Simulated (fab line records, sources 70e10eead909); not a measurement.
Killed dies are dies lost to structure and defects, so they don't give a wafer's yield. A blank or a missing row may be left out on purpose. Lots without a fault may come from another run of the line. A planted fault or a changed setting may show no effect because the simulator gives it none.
Which tool did it? | flow nand_harc | 12 lots, 36 wafers sampled, at 5 steps of a route of 1159

WHAT THE GAUGES READ, wafer by wafer
NHARC_END_SORT_01.
lot  | measured     | on        | killed_at_array | killed_at_other | killed_at_periphery | killed_dies | killed_open | killed_short
L663 | day 24 21:18 | prober-02 | 36              | 0               | 1                   | 37          | 1           | 0
L665 | day 25 06:39 | prober-02 | 42              | 0               | 2                   | 44          | 6           | 2

WHICH TOOL RAN EACH LOT (tool, then ch and the chambers of the sampled wafers, then the start)
lot  | NHARC_A_STAIRCASE_TRIM_200                    | NHARC_A_STAIRCASE_ETCH_201                    | NHARC_A_STAIRCASE_TRIM_224         | NHARC_A_STAIRCASE_TRIM_226
L648 | rie_diel-02 ch 0,2,3, day 11 23:07 or earlier | rie_diel-02 ch 1,2,3, day 11 23:07 or earlier | rie_diel-06 ch 1,2, day 11 23:07   | rie_diel-06 ch 1,2, no start
L646 | rie_diel-01 ch 0,2,3, day 11 23:14 or earlier | rie_diel-01 ch 0,2, day 11 23:14 or earlier   | rie_diel-06 ch 0,1,2, day 11 23:14 | rie_diel-06 ch 0,2, no start
L645 | rie_diel-01 ch 0,2, day 12 02:16 or earlier   | rie_diel-01 ch 0,1,2, day 12 02:16 or earlier | rie_diel-01 ch 0,1,3, day 12 02:16 | rie_diel-01 ch 0,3, no start
L647 | rie_diel-02 ch 0,1, day 12 08:28 or earlier   | rie_diel-02 ch 1,2, day 12 08:28 or earlier   | rie_diel-01 ch 0,1,2, day 12 08:28 | rie_diel-01 ch 0,1,2, no start
L650 | rie_diel-02 ch 0,2,3, day 12 20:40 or earlier | rie_diel-02 ch 0,2, day 12 20:40 or earlier   | rie_diel-02 ch 0,1,3, day 12 20:40 | rie_diel-02 ch 0,2, no start
L652 | rie_diel-01 ch 1,2,3, day 13 12:41 or earlier | rie_diel-01 ch 1,2,3, day 13 12:41 or earlier | rie_diel-06 ch 0,1,3, day 13 12:41 | rie_diel-06 ch 0,1,2, no start
L657 | rie_diel-06 ch 1,2,3, day 14 21:39 or earlier | rie_diel-06 ch 0,2,3, day 14 21:39 or earlier | rie_diel-01 ch 0,1,2, day 14 21:39 | rie_diel-01 ch 0,1,3, no start
L654 | rie_diel-01 ch 0,1,3, day 14 22:57 or earlier | rie_diel-01 ch 1,2, day 14 22:57 or earlier   | rie_diel-01 ch 0,2,3, day 14 22:57 | rie_diel-01 ch 0,1, no start
L659 | rie_diel-01 ch 0,1,2, day 15 13:46 or earlier | rie_diel-01 ch 0,2, day 15 13:46 or earlier   | rie_diel-02 ch 1,2,3, day 15 13:46 | rie_diel-02 ch 1,2, no start
L663 | rie_diel-06 ch 1,2,3, day 15 21:41 or earlier | rie_diel-06 ch 0,3, day 15 21:41 or earlier   | rie_diel-01 ch 1,2, day 15 21:41   | rie_diel-01 ch 1,2, day 24 21:18 or earlier
L665 | rie_diel-06 ch 0,1,3, day 16 12:17 or earlier | rie_diel-06 ch 1,2,3, day 16 12:17 or earlier | rie_diel-01 ch 1,2,3, day 16 12:17 | rie_diel-01 ch 0,1,2, day 25 06:39 or earlier
L666 | rie_diel-06 ch 0,2,3, day 16 23:20 or earlier | rie_diel-06 ch 0,1,3, day 16 23:20 or earlier | rie_diel-02 ch 0,3, day 16 23:20   | rie_diel-02 ch 0,3, no start
- NHARC_A_STAIRCASE_TRIM_200: chemistry O2, time 211.2 s.
- NHARC_A_STAIRCASE_ETCH_201: etches the open film in C4F8/O2, target depth 100 nm, time 40.5 s.
- NHARC_A_STAIRCASE_TRIM_224: chemistry O2, time 211.2 s.
- NHARC_A_STAIRCASE_TRIM_226: chemistry O2, time 211.2 s.

WHAT THE TOOLS THEMSELVES READ (means of the sampled wafers that have a number; where no wafer has one, the mark that the record gives instead)
NHARC_A_STAIRCASE_TRIM_200.
lot  | tool        | drypump_motor_current_A (A) | oes_product_au (a.u.) | rf_vpp_V (V) | showerhead_plenum_p_Torr (Torr) | throttle_valve_pct (%)
L648 | rie_diel-02 | 5.9                         | 1.000                 | 57.1         | 3.38                            | 17.036
L646 | rie_diel-01 | 5.9                         | 0.994                 | 58.0         | 3.65                            | 17.036
L645 | rie_diel-01 | 5.4                         | 1.006                 | 57.7         | 3.63                            | 17.037
L647 | rie_diel-02 | 6.1                         | 0.986                 | 58.3         | 3.59                            | 17.029
L650 | rie_diel-02 | 5.9                         | 0.989                 | 58.4         | 3.37                            | 17.033
L652 | rie_diel-01 | 5.6                         | 1.008                 | 57.6         | 3.58                            | 17.043
L657 | rie_diel-06 | 5.8                         | 0.998                 | 58.3         | 3.48                            | 17.045
L654 | rie_diel-01 | 5.8                         | 1.006                 | 57.9         | 3.58                            | 17.030
L659 | rie_diel-01 | 5.4                         | 1.010                 | 57.1         | 3.56                            | 17.036
L663 | rie_diel-06 | 5.8                         | 0.993                 | 57.9         | 3.47                            | 17.028
L665 | rie_diel-06 | 5.7                         | 0.995                 | 57.5         | 3.48                            | 17.034
L666 | rie_diel-06 | 6.0                         | 0.994                 | 57.6         | 3.47                            | 17.037

NHARC_A_STAIRCASE_ETCH_201.
lot  | tool        | oes_product_au (a.u.) | rf_vpp_V (V)
L648 | rie_diel-02 | 0.919                 | 895
L646 | rie_diel-01 | 0.941                 | 900
L645 | rie_diel-01 | 0.947                 | 898
L647 | rie_diel-02 | 0.931                 | 898
L650 | rie_diel-02 | 0.945                 | 892
L652 | rie_diel-01 | 0.944                 | 898
L657 | rie_diel-06 | 0.938                 | 894
L654 | rie_diel-01 | 0.972                 | 895
L659 | rie_diel-01 | 0.960                 | 900
L663 | rie_diel-06 | 0.943                 | 894
L665 | rie_diel-06 | 0.945                 | 894
L666 | rie_diel-06 | 0.944                 | 894

NHARC_A_STAIRCASE_TRIM_224.
lot  | tool        | drypump_motor_current_A (A) | oes_product_au (a.u.) | rf_vpp_V (V) | showerhead_plenum_p_Torr (Torr) | throttle_valve_pct (%)
L648 | rie_diel-06 | 5.6                         | 0.991                 | 57.7         | 3.50                            | 17.036
L646 | rie_diel-06 | 5.6                         | 0.986                 | 57.3         | 3.51                            | 17.022
L645 | rie_diel-01 | 5.8                         | 0.999                 | 58.1         | 3.59                            | 17.033
L647 | rie_diel-01 | 5.3                         | 0.998                 | 57.9         | 3.57                            | 17.048
L650 | rie_diel-02 | 6.0                         | 0.992                 | 57.2         | 3.45                            | 17.032
L652 | rie_diel-06 | 5.7                         | 0.988                 | 57.4         | 3.49                            | 17.024
L657 | rie_diel-01 | 5.4                         | 1.006                 | 58.0         | 3.56                            | 17.040
L654 | rie_diel-01 | 5.9                         | 0.998                 | 58.0         | 3.64                            | 17.033
L659 | rie_diel-02 | 5.9                         | 0.990                 | 58.2         | 3.49                            | 17.038
L663 | rie_diel-01 | 5.1                         | 1.212                 | 57.3         | 3.55                            | 17.032
L665 | rie_diel-01 | 5.6                         | 1.211                 | 58.3         | 3.57                            | 17.029
L666 | rie_diel-02 | 6.0                         | 0.997                 | 57.8         | 3.32                            | 17.043

NHARC_A_STAIRCASE_TRIM_226.
lot  | tool        | drypump_motor_current_A (A) | oes_product_au (a.u.) | rf_vpp_V (V) | showerhead_plenum_p_Torr (Torr) | throttle_valve_pct (%)
L648 | rie_diel-06 | 5.6                         | 0.988                 | 57.4         | 3.50                            | 17.037
L646 | rie_diel-06 | 5.8                         | 0.986                 | 57.7         | 3.51                            | 17.033
L645 | rie_diel-01 | 6.1                         | 0.997                 | 58.1         | 3.65                            | 17.043
L647 | rie_diel-01 | 5.3                         | 1.001                 | 58.8         | 3.57                            | 17.035
L650 | rie_diel-02 | 5.9                         | 0.989                 | 56.8         | 3.37                            | 17.035
L652 | rie_diel-06 | 5.5                         | 0.991                 | 57.0         | 3.50                            | 17.035
L657 | rie_diel-01 | 5.8                         | 1.004                 | 58.6         | 3.58                            | 17.033
L654 | rie_diel-01 | 5.6                         | 1.003                 | 57.4         | 3.57                            | 17.044
L659 | rie_diel-02 | 5.9                         | 0.992                 | 56.9         | 3.53                            | 17.031
L663 | rie_diel-01 | 5.1                         | 1.018                 | 57.5         | 3.49                            | 17.032
L665 | rie_diel-01 | 5.3                         | 1.014                 | 57.9         | 3.55                            | 17.038
L666 | rie_diel-02 | 6.0                         | 1.002                 | 57.7         | 3.32                            | 17.049

THE ANSWER, worked out from the rows above alone
Rule: what is usual is taken from the lots themselves. Put in order of their means at a reading, lots are off if they are a third of the lots or fewer, leave a main group of 4 or more, and stand apart from it by a gap of 3 or more times the standard deviation of the main group's means; of several such gaps the widest counts. A main group whose means are all the same, to the digits that the tables above print for the reading, isn't used. A lot without any number at a reading at which 4 lots or more have one is off too. The other lots that the step has rows for count as sound. The gauges are gone through in route order, then the tools' own readings, and for those a lot's mean is taken as printed above. The first step at which some lot is off is used, and at that step the reading that is off furthest; a lot without a number counts as furthest.
Off: L663, L665, at NHARC_A_STAIRCASE_TRIM_224 (oes_product_au). The main group: mean 0.994 a.u., standard deviation 0.0058.
A tool fits if, at that step or a process step before it, it ran every lot that is off, and no sound lot after the first of them. NHARC_A_STAIRCASE_TRIM_200 gives no start for some lots, so the hours and the order of its lots are those of NHARC_A_STAIRCASE_TRIM_224. NHARC_A_STAIRCASE_ETCH_201 gives no start for some lots, so the hours and the order of its lots are those of NHARC_A_STAIRCASE_TRIM_224. One fits: rie_diel-01 at NHARC_A_STAIRCASE_TRIM_224. Its last sound lot is L654 (day 14 22:57), its first lot that is off L663 (day 15 21:41): a fault that began between those two fits.
The tool's own readings at NHARC_A_STAIRCASE_TRIM_224 bear it out: on the lots that are off they differ by more than 5 times the standard deviation of the sound lots' means. oes_product_au reads 1.212 a.u. there against 0.994 a.u. on the sound lots.

WHAT THE SIMULATOR HAD PUT IN
Process parameter drift: rie_diel-01, from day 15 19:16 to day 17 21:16, at NHARC_A_STAIRCASE_TRIM_224. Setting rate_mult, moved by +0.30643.
Lots struck among those shown: L663, L665. The rule above found the same.
